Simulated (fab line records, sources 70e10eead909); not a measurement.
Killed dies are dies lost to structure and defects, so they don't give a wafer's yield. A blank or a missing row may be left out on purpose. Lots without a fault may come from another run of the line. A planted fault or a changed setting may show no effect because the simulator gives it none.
Chamber matching | flow nand_harc | NHARC_P_M0_PRE_CLEAN_31 on pecvd-02: 3 sister chambers
The step time 12 s. 6 wafers are shown with their chamber, then 9 later ones without.

WAFERS WITH THEIR CHAMBER
wafer  | chamber | heater_power_w (W) | heater_power_outer_w (W)
L081.1 | 2       | 511                | 298
L082.4 | 1       | 678                | 374
L082.6 | 0       | 695                | 379
L088.1 | 0       | 761                | 471
L088.2 | 2       | 514                | 307
L088.3 | 1       | 626                | 331

WAFERS WITHOUT THEIR CHAMBER
wafer  | heater_power_w (W) | heater_power_outer_w (W)
L090.2 | 531                | 334
L090.5 | 757                | 431
L090.6 | 744                | 392
L092.1 | 550                | 322
L092.4 | 541                | 327
L092.6 | 676                | 379
L095.1 | 793                | 478
L095.4 | 532                | 322
L095.5 | 702                | 382

WHICH CHAMBER EACH WENT THROUGH
wafer  | from the rows above     | in truth
L090.2 | 2                       | 2
L090.5 | 0                       | 0
L090.6 | can't be placed: 0 or 1 | 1
L092.1 | can't be placed: 2 or 1 | 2
L092.4 | 2                       | 2
L092.6 | can't be placed: 1 or 0 | 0
L095.1 | 0                       | 0
L095.4 | 2                       | 2
L095.5 | can't be placed: 0 or 1 | 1
Placed correctly: 5 of 9. Can't be placed from these rows: 4 (the true chamber is among the candidates in 4). Placed wrongly: 0.
How it was worked out, from the rows above alone: a wafer's distance from a chamber is the root of the sum, over the readings, of the square of ((its reading less the chamber's mean) divided by the reading's scatter). The wafer belongs to the nearest chamber; if the next one is less than 2 further off, it can't be placed. A chamber's mean is the mean of its shown wafers. The scatter: the root of (the sum of the squares of (reading less its chamber's mean) over the shown wafers, divided by (wafers less chambers)).
